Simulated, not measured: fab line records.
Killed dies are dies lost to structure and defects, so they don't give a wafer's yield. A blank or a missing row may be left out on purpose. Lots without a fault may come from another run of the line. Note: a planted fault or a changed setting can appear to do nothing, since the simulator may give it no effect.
Matching of chambers ; flow n5-finfet ; 4 sister chambers for N5_MOL_CONTACT_COAG_ETCH_124 on rie-diel-04
The step etches SiNx in CH3F/O2, stops on SiOC, target depth 6.5 nm. 4 wafers are shown with their chamber, then 12 later ones without.

WAFERS WITH THEIR CHAMBER
wafer;chamber;showerhead-plenum-p-Torr (Torr)
L086.5;0;2.12
L089.1;1;1.89
L089.2;2;1.95
L089.5;3;1.97

WAFERS MISSING THEIR CHAMBER
wafer;showerhead-plenum-p-Torr (Torr)
L091.3;1.89
L091.4;1.97
L091.5;2.12
L092.1;2.12
L092.3;1.89
L092.5;1.94
L095.2;1.94
L095.5;1.94
L095.6;1.89
L097.2;1.89
L097.4;2.12
L097.6;2.12

EACH ONE'S CHAMBER
wafer;from the rows above;in truth
L091.3;1;1
L091.4;3;3
L091.5;0;0
L092.1;0;0
L092.3;1;1
L092.5;2;2
L095.2;2;2
L095.5;2;2
L095.6;1;1
L097.2;1;1
L097.4;0;0
L097.6;0;0
12 of 12 placed correctly. From these rows, 0 cannot be placed. Wrongly placed: 0.
How it was worked out, from the rows above alone: a wafer's distance from a chamber is the root of the sum, over the readings, of the square of ((its reading less the chamber's mean) divided by the reading's scatter). If the next closest chamber is less than 2 further off than the closest, the wafer can't be placed; otherwise it belongs to the closest. For every chamber, the mean is computed from those of its wafers that are shown. The scatter: with one shown wafer a chamber, the root of the mean of the squares of how far each hidden wafer lies from its nearest shown one.
